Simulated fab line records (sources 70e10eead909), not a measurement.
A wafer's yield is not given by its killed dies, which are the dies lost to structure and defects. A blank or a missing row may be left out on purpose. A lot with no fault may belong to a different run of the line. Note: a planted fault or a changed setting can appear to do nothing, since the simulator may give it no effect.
The tool behind it: which one? / flow nand-harc / 36 wafers from 12 lots sampled at 2 of the route's 1302 steps

## WHAT THE GAUGES READ, wafer by wafer
NHARC_P_M0_OVL_MEAS_10: pitch 180 nm.
lot=L270; measured=day 7 06:29; on=overlay-01; overlay-x-nm (nm)=1.5 1.3 1.2; overlay-y-nm (nm)=0.3 0.2 -0.3
lot=L272; measured=day 7 21:38; on=overlay-01; overlay-x-nm (nm)=-0.9 -1.1 -0.9; overlay-y-nm (nm)=-1.1 -1.0 -0.8
lot=L273; measured=day 8 04:00; on=overlay-02; overlay-x-nm (nm)=0.6 -0.1 0.4; overlay-y-nm (nm)=-0.7 -0.6 -0.6
lot=L276; measured=day 9 08:55; on=overlay-02; overlay-x-nm (nm)=0.5 0.4 0.4; overlay-y-nm (nm)=-0.4 -0.6 -0.5
lot=L278; measured=day 10 00:57; on=overlay-02; overlay-x-nm (nm)=-1.0 -1.0 -1.2; overlay-y-nm (nm)=1.1 0.9 0.7
lot=L284; measured=day 12 20:17; on=overlay-01; overlay-x-nm (nm)=1.4 1.5 1.8; overlay-y-nm (nm)=-0.1 -0.2 -0.4
lot=L286; measured=day 13 12:09; on=overlay-01; overlay-x-nm (nm)=0.6 -0.2 -0.1; overlay-y-nm (nm)=-0.6 -0.5 -0.4
lot=L287; measured=day 14 09:28; on=overlay-01; overlay-x-nm (nm)=0.1 -0.3 -0.4; overlay-y-nm (nm)=-0.9 -1.4 -1.4
lot=L288; measured=day 14 15:59; on=overlay-01; overlay-x-nm (nm)=-0.6 -0.8 -0.8; overlay-y-nm (nm)=0.8 0.9 0.5
lot=L289; measured=day 14 16:17; on=overlay-01; overlay-x-nm (nm)=0.5 0.8 0.6; overlay-y-nm (nm)=0.7 0.3 0.6
lot=L290; measured=day 15 06:13; on=overlay-02; overlay-x-nm (nm)=1.5 0.9 1.2; overlay-y-nm (nm)=0.0 0.1 0.2
lot=L291; measured=day 15 14:11; on=overlay-01; overlay-x-nm (nm)=1.0 1.0 1.0; overlay-y-nm (nm)=0.4 -0.3 1.0

## TOOL THAT RAN EACH LOT (tool first, then ch and the chambers of the sampled wafers, then the start)
lot=L270; NHARC_P_CONTACT_ALD_22=ald-metal-01 ch 0,2,3, day 7 04:17
lot=L272; NHARC_P_CONTACT_ALD_22=ald-metal-01 ch 1,2,3, day 7 19:30
lot=L273; NHARC_P_CONTACT_ALD_22=ald-metal-01 ch 1,3, day 8 01:52
lot=L276; NHARC_P_CONTACT_ALD_22=ald-metal-02 ch 1,2,3, day 9 06:41
lot=L278; NHARC_P_CONTACT_ALD_22=ald-metal-04 ch 1,2, day 9 22:51
lot=L284; NHARC_P_CONTACT_ALD_22=ald-metal-04 ch 0,1,3, day 12 18:04
lot=L286; NHARC_P_CONTACT_ALD_22=ald-metal-01 ch 0,2, day 13 09:55
lot=L287; NHARC_P_CONTACT_ALD_22=ald-metal-04 ch 2,3, day 14 07:19
lot=L288; NHARC_P_CONTACT_ALD_22=ald-metal-01 ch 0,1, day 14 13:44
lot=L289; NHARC_P_CONTACT_ALD_22=ald-metal-02 ch 1,2,3, day 14 14:04
lot=L290; NHARC_P_CONTACT_ALD_22=ald-metal-04 ch 0,2, day 15 03:59
lot=L291; NHARC_P_CONTACT_ALD_22=ald-metal-04 ch 0,3, day 15 11:58
- NHARC_P_CONTACT_ALD_22: deposits TiN, target thk 3 nm, pulse time 1 s, ald cycles 150.

## AS READ BY THE TOOLS THEMSELVES (means over the sampled wafers that have a number; for cases with no such wafer, the mark the record gives instead)
NHARC_P_CONTACT_ALD_22.
lot=L270; tool=ald-metal-01; heater-power-w (W)=1055; precursor-pulse-height-rel=1.004
lot=L272; tool=ald-metal-01; heater-power-w (W)=1053; precursor-pulse-height-rel=0.992
lot=L273; tool=ald-metal-01; heater-power-w (W)=1084; precursor-pulse-height-rel=0.989
lot=L276; tool=ald-metal-02; heater-power-w (W)=1133; precursor-pulse-height-rel=1.016
lot=L278; tool=ald-metal-04; heater-power-w (W)=1059; precursor-pulse-height-rel=0.997
lot=L284; tool=ald-metal-04; heater-power-w (W)=998; precursor-pulse-height-rel=0.970
lot=L286; tool=ald-metal-01; heater-power-w (W)=1044; precursor-pulse-height-rel=1.007
lot=L287; tool=ald-metal-04; heater-power-w (W)=1164; precursor-pulse-height-rel=0.999
lot=L288; tool=ald-metal-01; heater-power-w (W)=1122; precursor-pulse-height-rel=0.988
lot=L289; tool=ald-metal-02; heater-power-w (W)=1139; precursor-pulse-height-rel=0.986
lot=L290; tool=ald-metal-04; heater-power-w (W)=1175; precursor-pulse-height-rel=0.998
lot=L291; tool=ald-metal-04; heater-power-w (W)=1057; precursor-pulse-height-rel=1.008

## THE ANSWER, worked out from the rows above alone
Rule: what is usual is taken from the lots themselves. The widest of any qualifying gaps counts: lots, ordered by their means at a reading, are off when they make up no more than a third of the lots, leave a main group of 4 or more, and stand apart from it by 3 or more times the standard deviation of that group's means. If all means in a main group match to the digits the tables above print for the reading, that group is not used. A lot without any number at a reading at which 4 lots or more have one is off too. All remaining lots with rows at the step are treated as sound. First the gauges in route order, then the tools' own readings, where a lot's mean is used as printed above. The first step at which some lot is off is used, and at that step the reading that is off furthest; a lot without a number counts as furthest.
No lot is off on any of the readings shown, so nothing can be concluded from this.

## WHAT THE SIMULATOR PUT IN
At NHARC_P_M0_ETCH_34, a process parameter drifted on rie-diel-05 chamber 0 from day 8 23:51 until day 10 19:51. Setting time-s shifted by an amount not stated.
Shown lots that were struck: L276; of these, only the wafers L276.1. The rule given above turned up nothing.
